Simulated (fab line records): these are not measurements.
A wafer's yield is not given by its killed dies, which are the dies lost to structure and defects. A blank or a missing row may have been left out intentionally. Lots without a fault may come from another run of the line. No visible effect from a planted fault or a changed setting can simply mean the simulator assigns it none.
fab line records || flow nandHarc
record {"lots": 7, "wafers": 20, "lastDay": 25}
route steps=1159 shown A_ONON_D1@424 END@1159
lots that met no fault: taken from a fault-free run of the same line
startH: the number of hours between the record's first day and the start of the first shown wafer of the lot || waitH: how many hours have passed since the lot's step before this one || " repeats the value in the row above || L1.1+2: several wafers, shown together as one row || - no value present, or no start provided || * or withheld: withheld || < > ~ a bound
route shown NAME@n: a module of which the file shows steps, and the number in the route of the first || usual: the fault-free wafers' mean and standard deviation || same: alike in all rows || chamber/n: place in a boat || sites: each site's reading || _std_site: the values' standard deviation || _edge_site: mean of outer sites minus mean of inner sites || radiusMm: how far each site lies from the wafer's centre || mask NAME#n: copy n || behind: the tool/chamber that last shaped the wafer || hold: why the lot went on hold/how many hours it stayed there/how the hold came to an end || device: which transistor (n, p or np) failed to switch || end of line: tests run on the same wafers once the route is complete || for a step that has no rows: nothing shown but its recipe || killed: count of dies lost to structure and defects at first sort (not the wafer's yield) || map: a wafer's dies, marking killed ones x, the rest . and places with no die _
set.NAME: setting as actually run; set.NAME@STEP: the setting as run at that earlier step || model.NAME: the simulator's own value behind a step, which no gauge read
lots seen at some steps along the route; tables by step, rows by wafer
services: from which hour (startH, from the record's first day; less than 0 if before it) a tool's chamber was out of use, for how many hours, and why
## steps
# step NHARC_A_ONON_D1_DEP_00
# recipe {"targetThkA": 10000, "n2FlowSccm": 2750, "n2oFlowSccm": 2000, "nh3FlowSccm": 500, "sih4FlowSccm": 210, "tempC": 400}
# step NHARC_A_ONON_D1_THK_MEAS_02
# recipe {"thkMeasGauge": "ellipsometry"}
# usual {"thkNm": "1002/9.7"}
{"lot.wafer": "L268.3", "tool": "filmMetro-01", "chamber": "-", "startH": 170.92, "waitH": "-", "thkNm": 994}
{"lot.wafer": "L268.4", "tool": "filmMetro-01", "chamber": "-", "startH": 170.92, "waitH": "-", "thkNm": 994}
{"lot.wafer": "L268.5", "tool": "filmMetro-01", "chamber": "-", "startH": 170.92, "waitH": "-", "thkNm": 994}
{"lot.wafer": "L266.2", "tool": "filmMetro-02", "chamber": "-", "startH": 171.24, "waitH": "-", "thkNm": 986}
{"lot.wafer": "L266.3", "tool": "filmMetro-02", "chamber": "-", "startH": 171.24, "waitH": "-", "thkNm": 985}
{"lot.wafer": "L266.6", "tool": "filmMetro-02", "chamber": "-", "startH": 171.24, "waitH": "-", "thkNm": 987}
{"lot.wafer": "L270.3", "tool": "filmMetro-01", "chamber": "-", "startH": 182.57, "waitH": "-", "thkNm": 1009}
{"lot.wafer": "L270.4", "tool": "filmMetro-01", "chamber": "-", "startH": 182.57, "waitH": "-", "thkNm": 1007}
{"lot.wafer": "L270.6", "tool": "filmMetro-01", "chamber": "-", "startH": 182.57, "waitH": "-", "thkNm": 1010}
{"lot.wafer": "L271.1", "tool": "filmMetro-02", "chamber": "-", "startH": 190.51, "waitH": "-", "thkNm": 1006}
{"lot.wafer": "L271.2", "tool": "filmMetro-02", "chamber": "-", "startH": 190.51, "waitH": "-", "thkNm": 1007}
{"lot.wafer": "L271.6", "tool": "filmMetro-02", "chamber": "-", "startH": 190.51, "waitH": "-", "thkNm": 1004}
{"lot.wafer": "L282.1", "tool": "filmMetro-01", "chamber": "-", "startH": 254.65, "waitH": "-", "thkNm": 1004}
{"lot.wafer": "L282.5", "tool": "filmMetro-01", "chamber": "-", "startH": 254.65, "waitH": "-", "thkNm": 1004}
{"lot.wafer": "L282.6", "tool": "filmMetro-01", "chamber": "-", "startH": 254.65, "waitH": "-", "thkNm": 1003}
{"lot.wafer": "L286.5", "tool": "filmMetro-02", "chamber": "-", "startH": 278.87, "waitH": "-", "thkNm": 1022}
{"lot.wafer": "L286.6", "tool": "filmMetro-02", "chamber": "-", "startH": 278.87, "waitH": "-", "thkNm": 1023}
{"lot.wafer": "L287.2", "tool": "filmMetro-01", "chamber": "-", "startH": 295.57, "waitH": "-", "thkNm": 998}
{"lot.wafer": "L287.4", "tool": "filmMetro-01", "chamber": "-", "startH": 295.57, "waitH": "-", "thkNm": 998}
{"lot.wafer": "L287.6", "tool": "filmMetro-01", "chamber": "-", "startH": 295.57, "waitH": "-", "thkNm": 998}
# step NHARC_A_ONON_D1_DEP_03
# recipe {"targetThkA": 10000, "n2FlowSccm": 2750, "n2oFlowSccm": 2000, "nh3FlowSccm": 500, "sih4FlowSccm": 210, "tempC": 400}
# step NHARC_A_ONON_D1_THK_MEAS_05
# recipe {"thkMeasGauge": "ellipsometry"}
# usual {"thkNm": "999/7.9"}
{"lot.wafer": "L268.3", "tool": "filmMetro-01", "chamber": "-", "startH": 171.60, "waitH": "-", "thkNm": 1010}
{"lot.wafer": "L268.4", "tool": "filmMetro-01", "chamber": "-", "startH": 171.60, "waitH": "-", "thkNm": 1011}
{"lot.wafer": "L268.5", "tool": "filmMetro-01", "chamber": "-", "startH": 171.60, "waitH": "-", "thkNm": 1011}
{"lot.wafer": "L266.2", "tool": "filmMetro-02", "chamber": "-", "startH": 171.81, "waitH": "-", "thkNm": 998}
{"lot.wafer": "L266.3", "tool": "filmMetro-02", "chamber": "-", "startH": 171.81, "waitH": "-", "thkNm": 998}
{"lot.wafer": "L266.6", "tool": "filmMetro-02", "chamber": "-", "startH": 171.81, "waitH": "-", "thkNm": 999}
{"lot.wafer": "L270.3", "tool": "filmMetro-02", "chamber": "-", "startH": 183.15, "waitH": "-", "thkNm": 988}
{"lot.wafer": "L270.4", "tool": "filmMetro-02", "chamber": "-", "startH": 183.15, "waitH": "-", "thkNm": 988}
{"lot.wafer": "L270.6", "tool": "filmMetro-02", "chamber": "-", "startH": 183.15, "waitH": "-", "thkNm": 987}
{"lot.wafer": "L271.1", "tool": "filmMetro-02", "chamber": "-", "startH": 191.08, "waitH": "-", "thkNm": 998}
{"lot.wafer": "L271.2", "tool": "filmMetro-02", "chamber": "-", "startH": 191.08, "waitH": "-", "thkNm": 997}
{"lot.wafer": "L271.6", "tool": "filmMetro-02", "chamber": "-", "startH": 191.08, "waitH": "-", "thkNm": 997}
{"lot.wafer": "L282.1", "tool": "filmMetro-02", "chamber": "-", "startH": 255.21, "waitH": "-", "thkNm": 997}
{"lot.wafer": "L282.5", "tool": "filmMetro-02", "chamber": "-", "startH": 255.21, "waitH": "-", "thkNm": 999}
{"lot.wafer": "L282.6", "tool": "filmMetro-02", "chamber": "-", "startH": 255.21, "waitH": "-", "thkNm": 998}
{"lot.wafer": "L286.5", "tool": "filmMetro-02", "chamber": "-", "startH": 279.44, "waitH": "-", "thkNm": 999}
{"lot.wafer": "L286.6", "tool": "filmMetro-02", "chamber": "-", "startH": 279.44, "waitH": "-", "thkNm": 1000}
{"lot.wafer": "L287.2", "tool": "filmMetro-01", "chamber": "-", "startH": 296.13, "waitH": "-", "thkNm": 1003}
{"lot.wafer": "L287.4", "tool": "filmMetro-01", "chamber": "-", "startH": 296.13, "waitH": "-", "thkNm": 1003}
{"lot.wafer": "L287.6", "tool": "filmMetro-01", "chamber": "-", "startH": 296.13, "waitH": "-", "thkNm": 1005}
# step NHARC_A_ONON_D1_DEP_06
# recipe {"targetThkA": 10000, "n2FlowSccm": 2750, "n2oFlowSccm": 2000, "nh3FlowSccm": 500, "sih4FlowSccm": 210, "tempC": 400}
# step NHARC_A_ONON_D1_THK_MEAS_08
# recipe {"thkMeasGauge": "ellipsometry"}
# usual {"thkNm": "999/10"}
{"lot.wafer": "L268.3", "tool": "filmMetro-01", "chamber": "-", "startH": 172.29, "waitH": "-", "thkNm": 988}
{"lot.wafer": "L268.4", "tool": "filmMetro-01", "chamber": "-", "startH": 172.29, "waitH": "-", "thkNm": 990}
{"lot.wafer": "L268.5", "tool": "filmMetro-01", "chamber": "-", "startH": 172.29, "waitH": "-", "thkNm": 988}
{"lot.wafer": "L266.2", "tool": "filmMetro-02", "chamber": "-", "startH": 172.37, "waitH": "-", "thkNm": 995}
{"lot.wafer": "L266.3", "tool": "filmMetro-02", "chamber": "-", "startH": 172.37, "waitH": "-", "thkNm": 995}
{"lot.wafer": "L266.6", "tool": "filmMetro-02", "chamber": "-", "startH": 172.37, "waitH": "-", "thkNm": 995}
{"lot.wafer": "L270.3", "tool": "filmMetro-01", "chamber": "-", "startH": 183.71, "waitH": "-", "thkNm": 991}
{"lot.wafer": "L270.4", "tool": "filmMetro-01", "chamber": "-", "startH": 183.71, "waitH": "-", "thkNm": 992}
{"lot.wafer": "L270.6", "tool": "filmMetro-01", "chamber": "-", "startH": 183.71, "waitH": "-", "thkNm": 991}
{"lot.wafer": "L271.1", "tool": "filmMetro-02", "chamber": "-", "startH": 191.65, "waitH": "-", "thkNm": 1013}
{"lot.wafer": "L271.2", "tool": "filmMetro-02", "chamber": "-", "startH": 191.65, "waitH": "-", "thkNm": 1014}
{"lot.wafer": "L271.6", "tool": "filmMetro-02", "chamber": "-", "startH": 191.65, "waitH": "-", "thkNm": 1011}
{"lot.wafer": "L282.1", "tool": "filmMetro-02", "chamber": "-", "startH": 255.78, "waitH": "-", "thkNm": 999}
{"lot.wafer": "L282.5", "tool": "filmMetro-02", "chamber": "-", "startH": 255.78, "waitH": "-", "thkNm": 999}
{"lot.wafer": "L282.6", "tool": "filmMetro-02", "chamber": "-", "startH": 255.78, "waitH": "-", "thkNm": 999}
{"lot.wafer": "L286.5", "tool": "filmMetro-02", "chamber": "-", "startH": 280.03, "waitH": "-", "thkNm": 991}
{"lot.wafer": "L286.6", "tool": "filmMetro-02", "chamber": "-", "startH": 280.03, "waitH": "-", "thkNm": 991}
{"lot.wafer": "L287.2", "tool": "filmMetro-01", "chamber": "-", "startH": 296.70, "waitH": "-", "thkNm": 1019}
{"lot.wafer": "L287.4", "tool": "filmMetro-01", "chamber": "-", "startH": 296.70, "waitH": "-", "thkNm": 1018}
{"lot.wafer": "L287.6", "tool": "filmMetro-01", "chamber": "-", "startH": 296.70, "waitH": "-", "thkNm": 1016}
# step NHARC_A_ONON_D1_DEP_09
# recipe {"targetThkA": 10000, "n2FlowSccm": 2750, "n2oFlowSccm": 2000, "nh3FlowSccm": 500, "sih4FlowSccm": 210, "tempC": 400}
# step NHARC_A_ONON_D1_THK_MEAS_11
# recipe {"thkMeasGauge": "ellipsometry"}
# usual {"thkNm": "1002/14"}
{"lot.wafer": "L268.3", "tool": "filmMetro-01", "chamber": "-", "startH": 172.86, "waitH": "-", "thkNm": 995}
{"lot.wafer": "L268.4", "tool": "filmMetro-01", "chamber": "-", "startH": 172.86, "waitH": "-", "thkNm": 993}
{"lot.wafer": "L268.5", "tool": "filmMetro-01", "chamber": "-", "startH": 172.86, "waitH": "-", "thkNm": 994}
{"lot.wafer": "L266.2", "tool": "filmMetro-02", "chamber": "-", "startH": 172.98, "waitH": "-", "thkNm": 1011}
{"lot.wafer": "L266.3", "tool": "filmMetro-02", "chamber": "-", "startH": 172.98, "waitH": "-", "thkNm": 1007}
{"lot.wafer": "L266.6", "tool": "filmMetro-02", "chamber": "-", "startH": 172.98, "waitH": "-", "thkNm": 1008}
{"lot.wafer": "L270.3", "tool": "filmMetro-02", "chamber": "-", "startH": 184.28, "waitH": "-", "thkNm": 1008}
{"lot.wafer": "L270.4", "tool": "filmMetro-02", "chamber": "-", "startH": 184.28, "waitH": "-", "thkNm": 1011}
{"lot.wafer": "L270.6", "tool": "filmMetro-02", "chamber": "-", "startH": 184.28, "waitH": "-", "thkNm": 1008}
{"lot.wafer": "L271.1", "tool": "filmMetro-02", "chamber": "-", "startH": 192.21, "waitH": "-", "thkNm": 1005}
{"lot.wafer": "L271.2", "tool": "filmMetro-02", "chamber": "-", "startH": 192.21, "waitH": "-", "thkNm": 1004}
{"lot.wafer": "L271.6", "tool": "filmMetro-02", "chamber": "-", "startH": 192.21, "waitH": "-", "thkNm": 1002}
{"lot.wafer": "L282.1", "tool": "filmMetro-02", "chamber": "-", "startH": 256.35, "waitH": "-", "thkNm": 1001}
{"lot.wafer": "L282.5", "tool": "filmMetro-02", "chamber": "-", "startH": 256.35, "waitH": "-", "thkNm": 1003}
{"lot.wafer": "L282.6", "tool": "filmMetro-02", "chamber": "-", "startH": 256.35, "waitH": "-", "thkNm": 1002}
{"lot.wafer": "L286.5", "tool": "filmMetro-02", "chamber": "-", "startH": 280.60, "waitH": "-", "thkNm": 995}
{"lot.wafer": "L286.6", "tool": "filmMetro-02", "chamber": "-", "startH": 280.60, "waitH": "-", "thkNm": 996}
{"lot.wafer": "L287.2", "tool": "filmMetro-02", "chamber": "-", "startH": 297.27, "waitH": "-", "thkNm": 1014}
{"lot.wafer": "L287.4", "tool": "filmMetro-02", "chamber": "-", "startH": 297.27, "waitH": "-", "thkNm": 1016}
{"lot.wafer": "L287.6", "tool": "filmMetro-02", "chamber": "-", "startH": 297.27, "waitH": "-", "thkNm": 1016}
# step NHARC_A_ONON_D1_DEP_12
# recipe {"targetThkA": 10000, "n2FlowSccm": 2750, "n2oFlowSccm": 2000, "nh3FlowSccm": 500, "sih4FlowSccm": 210, "tempC": 400}
# step NHARC_A_ONON_D1_THK_MEAS_14
# recipe {"thkMeasGauge": "ellipsometry"}
# usual {"thkNm": "995/11"}
{"lot.wafer": "L268.3", "tool": "filmMetro-01", "chamber": "-", "startH": 173.43, "waitH": "-", "thkNm": 996}
{"lot.wafer": "L268.4", "tool": "filmMetro-01", "chamber": "-", "startH": 173.43, "waitH": "-", "thkNm": 995}
{"lot.wafer": "L268.5", "tool": "filmMetro-01", "chamber": "-", "startH": 173.43, "waitH": "-", "thkNm": 997}
{"lot.wafer": "L266.2", "tool": "filmMetro-02", "chamber": "-", "startH": 173.55, "waitH": "-", "thkNm": 1017}
{"lot.wafer": "L266.3", "tool": "filmMetro-02", "chamber": "-", "startH": 173.55, "waitH": "-", "thkNm": 1012}
{"lot.wafer": "L266.6", "tool": "filmMetro-02", "chamber": "-", "startH": 173.55, "waitH": "-", "thkNm": 1016}
{"lot.wafer": "L270.3", "tool": "filmMetro-01", "chamber": "-", "startH": 184.85, "waitH": "-", "thkNm": 985}
{"lot.wafer": "L270.4", "tool": "filmMetro-01", "chamber": "-", "startH": 184.85, "waitH": "-", "thkNm": 984}
{"lot.wafer": "L270.6", "tool": "filmMetro-01", "chamber": "-", "startH": 184.85, "waitH": "-", "thkNm": 982}
{"lot.wafer": "L271.1", "tool": "filmMetro-02", "chamber": "-", "startH": 192.78, "waitH": "-", "thkNm": 992}
{"lot.wafer": "L271.2", "tool": "filmMetro-02", "chamber": "-", "startH": 192.78, "waitH": "-", "thkNm": 992}
{"lot.wafer": "L271.6", "tool": "filmMetro-02", "chamber": "-", "startH": 192.78, "waitH": "-", "thkNm": 992}
{"lot.wafer": "L282.1", "tool": "filmMetro-02", "chamber": "-", "startH": 256.94, "waitH": "-", "thkNm": 1004}
{"lot.wafer": "L282.5", "tool": "filmMetro-02", "chamber": "-", "startH": 256.94, "waitH": "-", "thkNm": 1006}
{"lot.wafer": "L282.6", "tool": "filmMetro-02", "chamber": "-", "startH": 256.94, "waitH": "-", "thkNm": 1003}
{"lot.wafer": "L286.5", "tool": "filmMetro-02", "chamber": "-", "startH": 281.16, "waitH": "-", "thkNm": 994}
{"lot.wafer": "L286.6", "tool": "filmMetro-02", "chamber": "-", "startH": 281.16, "waitH": "-", "thkNm": 995}
{"lot.wafer": "L287.2", "tool": "filmMetro-02", "chamber": "-", "startH": 297.84, "waitH": "-", "thkNm": 980}
{"lot.wafer": "L287.4", "tool": "filmMetro-02", "chamber": "-", "startH": 297.84, "waitH": "-", "thkNm": 981}
{"lot.wafer": "L287.6", "tool": "filmMetro-02", "chamber": "-", "startH": 297.84, "waitH": "-", "thkNm": 982}
# step NHARC_A_ONON_D1_ANNEAL_15
# recipe {"tempC": 750, "timeS": 3600}
# step NHARC_A_ONON_D1_DEP_16
# recipe {"targetThkA": 10000, "n2FlowSccm": 2750, "n2oFlowSccm": 2000, "nh3FlowSccm": 500, "sih4FlowSccm": 210, "tempC": 400}
{"lot.wafer": "L266.2+3+6", "tool": "pecvdOnon-03", "chamber": 0, "startH": 180.08, "waitH": 0.1}
{"lot.wafer": "L268.3+4+5", "tool": "pecvdOnon-02", "chamber": 0, "startH": 180.13, "waitH": 0.2}
{"lot.wafer": "L270.3+4+6", "tool": "pecvdOnon-02", "chamber": 0, "startH": 191.62, "waitH": 0.2}
{"lot.wafer": "L271.1+2+6", "tool": "pecvdOnon-04", "chamber": 0, "startH": 199.37, "waitH": 0.1}
{"lot.wafer": "L282.1+5+6", "tool": "pecvdOnon-03", "chamber": 0, "startH": 263.54, "waitH": 0.1}
{"lot.wafer": "L286.5+6", "tool": "pecvdOnon-03", "chamber": 0, "startH": 290.42, "waitH": 0.3}
{"lot.wafer": "L287.2+4+6", "tool": "pecvdOnon-03", "chamber": 0, "startH": 304.91, "waitH": 0.1}
# step NHARC_A_ONON_D1_THK_MEAS_18
# recipe {"thkMeasGauge": "ellipsometry"}
# usual {"thkNm": "999/8.7"}
{"lot.wafer": "L268.3", "tool": "filmMetro-02", "chamber": "-", "startH": 180.53, "waitH": "-", "thkNm": 1000}
{"lot.wafer": "L268.4", "tool": "filmMetro-02", "chamber": "-", "startH": 180.53, "waitH": "-", "thkNm": 1001}
{"lot.wafer": "L268.5", "tool": "filmMetro-02", "chamber": "-", "startH": 180.53, "waitH": "-", "thkNm": 1001}
{"lot.wafer": "L266.2", "tool": "filmMetro-01", "chamber": "-", "startH": 180.53, "waitH": "-", "thkNm": 1021}
{"lot.wafer": "L266.3", "tool": "filmMetro-01", "chamber": "-", "startH": 180.53, "waitH": "-", "thkNm": 1019}
{"lot.wafer": "L266.6", "tool": "filmMetro-01", "chamber": "-", "startH": 180.53, "waitH": "-", "thkNm": 1020}
{"lot.wafer": "L270.3", "tool": "filmMetro-02", "chamber": "-", "startH": 192.01, "waitH": "-", "thkNm": 1009}
{"lot.wafer": "L270.4", "tool": "filmMetro-02", "chamber": "-", "startH": 192.01, "waitH": "-", "thkNm": 1009}
{"lot.wafer": "L270.6", "tool": "filmMetro-02", "chamber": "-", "startH": 192.01, "waitH": "-", "thkNm": 1011}
{"lot.wafer": "L271.1", "tool": "filmMetro-02", "chamber": "-", "startH": 199.88, "waitH": "-", "thkNm": 1000}
{"lot.wafer": "L271.2", "tool": "filmMetro-02", "chamber": "-", "startH": 199.88, "waitH": "-", "thkNm": 1000}
{"lot.wafer": "L271.6", "tool": "filmMetro-02", "chamber": "-", "startH": 199.88, "waitH": "-", "thkNm": 1002}
{"lot.wafer": "L282.1", "tool": "filmMetro-02", "chamber": "-", "startH": 264.05, "waitH": "-", "thkNm": 991}
{"lot.wafer": "L282.5", "tool": "filmMetro-02", "chamber": "-", "startH": 264.05, "waitH": "-", "thkNm": 991}
{"lot.wafer": "L282.6", "tool": "filmMetro-02", "chamber": "-", "startH": 264.05, "waitH": "-", "thkNm": 750}
{"lot.wafer": "L286.5", "tool": "filmMetro-01", "chamber": "-", "startH": 290.70, "waitH": "-", "thkNm": 998}
{"lot.wafer": "L286.6", "tool": "filmMetro-01", "chamber": "-", "startH": 290.70, "waitH": "-", "thkNm": 757}
{"lot.wafer": "L287.2", "tool": "filmMetro-02", "chamber": "-", "startH": 305.36, "waitH": "-", "thkNm": 998}
{"lot.wafer": "L287.4", "tool": "filmMetro-02", "chamber": "-", "startH": 305.36, "waitH": "-", "thkNm": 997}
{"lot.wafer": "L287.6", "tool": "filmMetro-02", "chamber": "-", "startH": 305.36, "waitH": "-", "thkNm": 756}
# step NHARC_A_ONON_D1_DEP_19
# recipe {"targetThkA": 10000, "n2FlowSccm": 2750, "n2oFlowSccm": 2000, "nh3FlowSccm": 500, "sih4FlowSccm": 210, "tempC": 400}
# step NHARC_END_SORT_01
# recipe {"tempC": 25}
# usual {"killedAtArray": "27/11", "killedAtOther": "0.7/1.1", "killedAtPeriphery": "3.4/2.1", "killedDies": "31/12", "killedOpen": "3.6/2", "killedShort": "2.0/1.3"}
# same {"grossDies": 677}
{"lot.wafer": "L282.1", "tool": "prober-01", "chamber": 0, "startH": 554.25, "waitH": 2.5, "killedAtArray": 54, "killedAtOther": 1, "killedAtPeriphery": 7, "killedDies": 62, "killedOpen": 3, "killedShort": 2}
{"lot.wafer": "L282.5", "tool": "prober-01", "chamber": 0, "startH": 557.48, "waitH": 3.7, "killedAtArray": 48, "killedAtOther": 2, "killedAtPeriphery": 2, "killedDies": 52, "killedOpen": 2, "killedShort": 4}
{"lot.wafer": "L282.6", "tool": "prober-01", "chamber": 0, "startH": 558.29, "waitH": 4.0, "killedAtArray": 673, "killedAtOther": 2, "killedAtPeriphery": 2, "killedDies": 677, "killedOpen": 4, "killedShort": 5}
{"lot.wafer": "L286.6", "tool": "prober-02", "chamber": 0, "startH": 561.26, "waitH": 4.1, "killedAtArray": 673, "killedAtOther": 0, "killedAtPeriphery": 4, "killedDies": 677, "killedOpen": 4, "killedShort": 2}
{"lot.wafer": "L287.6", "tool": "prober-01", "chamber": 0, "startH": 592.32, "waitH": 4.0, "killedAtArray": 673, "killedAtOther": 1, "killedAtPeriphery": 3, "killedDies": 677, "killedOpen": 5, "killedShort": 3}
# killed by level:class
L282.1 A_CHANNEL_HOLE_D1:chamberFilmFlake=25 A_SLIT:chamberFilmFlake=13 A_STAIRCASE:chamberFilmFlake=8 P_ZERO_WELL:chamberFilmFlake=5 A_CONTACT:chamberFilmFlake=5 P_GATE:geometricParticle:open=1 P_GATE:geometricParticle:short=1 A_CHANNEL_FILL_D1:geometricParticle:open=1
L282.5 A_CHANNEL_HOLE_D1:chamberFilmFlake=26 A_SLIT:chamberFilmFlake=7 A_STAIRCASE:chamberFilmFlake=5 A_CONTACT:chamberFilmFlake=5 THIN_TSV:chamberFilmFlake=2 P_CONTACT:geometricParticle:short=1 P_M2:geometricParticle:open=1 A_ONON_D1:geometricParticle:short=1
L282.6 A_ONON_D1:areaDep=624 A_CHANNEL_HOLE_D1:chamberFilmFlake=24 A_STAIRCASE:chamberFilmFlake=7 A_SLIT:chamberFilmFlake=7 A_CONTACT:chamberFilmFlake=4 THIN_TSV:chamberFilmFlake=2 P_STI:geometricParticle:short=1 P_M0:geometricParticle:open=1
L286.6 A_ONON_D1:areaDep=635 A_CHANNEL_HOLE_D1:chamberFilmFlake=30 A_CONTACT:chamberFilmFlake=3 A_ZERO_WELL:chamberFilmFlake=2 P_CONTACT:geometricParticle:open=1 P_M0:geometricParticle:open=1 P_M2:geometricParticle:open=1 P_M2:geometricParticle:short=1
L287.6 A_ONON_D1:areaDep=640 A_SLIT:chamberFilmFlake=11 A_CHANNEL_HOLE_D1:chamberFilmFlake=9 A_STAIRCASE:chamberFilmFlake=3 A_CONTACT:chamberFilmFlake=3 A_CHANNEL_FILL_D1:geometricParticle:short=2 A_CONTACT:geometricParticle:open=2 P_ZERO_WELL:chamberFilmFlake=2
# map L282.6 (x killed, . not)
____________x____________
_________xxxxxxx_________
_______xxxxxxxxxxx_______
______xxxxxxxxxxxxx______
_____xxxxxxxxxxxxxxx_____
____xxxxxxxxxxxxxxxxx____
____xxxxxxxxxxxxxxxxx____
___xxxxxxxxxxxxxxxxxxx___
___xxxxxxxxxxxxxxxxxxx___
__xxxxxxxxxxxxxxxxxxxxx__
__xxxxxxxxxxxxxxxxxxxxx__
_xxxxxxxxxxxxxxxxxxxxxxx_
_xxxxxxxxxxxxxxxxxxxxxxx_
_xxxxxxxxxxxxxxxxxxxxxxx_
_xxxxxxxxxxxxxxxxxxxxxxx_
_xxxxxxxxxxxxxxxxxxxxxxx_
xxxxxxxxxxxxxxxxxxxxxxxxx
xxxxxxxxxxxxxxxxxxxxxxxxx
xxxxxxxxxxxxxxxxxxxxxxxxx
xxxxxxxxxxxxxxxxxxxxxxxxx
xxxxxxxxxxxxxxxxxxxxxxxxx
_xxxxxxxxxxxxxxxxxxxxxxx_
_xxxxxxxxxxxxxxxxxxxxxxx_
_xxxxxxxxxxxxxxxxxxxxxxx_
_xxxxxxxxxxxxxxxxxxxxxxx_
_xxxxxxxxxxxxxxxxxxxxxxx_
__xxxxxxxxxxxxxxxxxxxxx__
__xxxxxxxxxxxxxxxxxxxxx__
___xxxxxxxxxxxxxxxxxxx___
___xxxxxxxxxxxxxxxxxxx___
____xxxxxxxxxxxxxxxxx____
____xxxxxxxxxxxxxxxxx____
_____xxxxxxxxxxxxxxx_____
______xxxxxxxxxxxxx______
_______xxxxxxxxxxx_______
_________xxxxxxx_________
____________x____________
# map L286.6 (x killed, . not)
____________x____________
_________xxxxxxx_________
_______xxxxxxxxxxx_______
______xxxxxxxxxxxxx______
_____xxxxxxxxxxxxxxx_____
____xxxxxxxxxxxxxxxxx____
____xxxxxxxxxxxxxxxxx____
___xxxxxxxxxxxxxxxxxxx___
___xxxxxxxxxxxxxxxxxxx___
__xxxxxxxxxxxxxxxxxxxxx__
__xxxxxxxxxxxxxxxxxxxxx__
_xxxxxxxxxxxxxxxxxxxxxxx_
_xxxxxxxxxxxxxxxxxxxxxxx_
_xxxxxxxxxxxxxxxxxxxxxxx_
_xxxxxxxxxxxxxxxxxxxxxxx_
_xxxxxxxxxxxxxxxxxxxxxxx_
xxxxxxxxxxxxxxxxxxxxxxxxx
xxxxxxxxxxxxxxxxxxxxxxxxx
xxxxxxxxxxxxxxxxxxxxxxxxx
xxxxxxxxxxxxxxxxxxxxxxxxx
xxxxxxxxxxxxxxxxxxxxxxxxx
_xxxxxxxxxxxxxxxxxxxxxxx_
_xxxxxxxxxxxxxxxxxxxxxxx_
_xxxxxxxxxxxxxxxxxxxxxxx_
_xxxxxxxxxxxxxxxxxxxxxxx_
_xxxxxxxxxxxxxxxxxxxxxxx_
__xxxxxxxxxxxxxxxxxxxxx__
__xxxxxxxxxxxxxxxxxxxxx__
___xxxxxxxxxxxxxxxxxxx___
___xxxxxxxxxxxxxxxxxxx___
____xxxxxxxxxxxxxxxxx____
____xxxxxxxxxxxxxxxxx____
_____xxxxxxxxxxxxxxx_____
______xxxxxxxxxxxxx______
_______xxxxxxxxxxx_______
_________xxxxxxx_________
____________x____________
## services
{"tool": "pecvdOnon-04", "chamber": "-", "startH": 237.67, "hours": 13.0, "kind": "pm"}
{"tool": "pecvdOnon-04", "chamber": "-", "startH": 270.50, "hours": 3.1, "kind": "repair"}
{"tool": "pecvdOnon-02", "chamber": "-", "startH": 292.00, "hours": 13.0, "kind": "pm"}
## key
firstSign {"step": "NHARC_A_ONON_D1_THK_MEAS_18", "reading": "thkNm", "direction": "down", "sigmas": 28, "usual": 999, "struck": 754}
effect {"step": "NHARC_END_SORT_01", "reading": "killedAtArray", "direction": "up", "sigmas": 57, "usual": 27, "struck": 673}
moreKillsBornAt {"NHARC_A_ONON_D1_DEP_16@pecvdOnon-03": 1899}
metAt NHARC_A_ONON_D1_DEP_16
struckWafers L282.6,L286.6,L287.6
laterRowsLeftOut L282.6,L286.6,L287.6
testerLeftOut L282,L286,L287
onsetBetween 180.08 263.54
fault {"kind": "processParameterDrift", "tool": "pecvdOnon-03", "chamber": "-", "onsetH": 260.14, "steps": "NHARC_A_ONON_D1_DEP_16", "channel": "targetThkA", "offset": "*", "shape": "step", "endH": 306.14, "scope": "struckWafersOnly", "actsIn": "*", "stated": "*"}
# testerLeftOut: of these lots the tester's yield and bins aren't shown, on N5 and GAA mostly nor the transistor test; their killed dies are dies lost to structure and defects alone, not to doping, threshold or leakage, so they don't give the yield
# laterRowsLeftOut: the simulator's readings of these wafers behind a module that went badly wrong aren't trusted and aren't shown, but for the sort
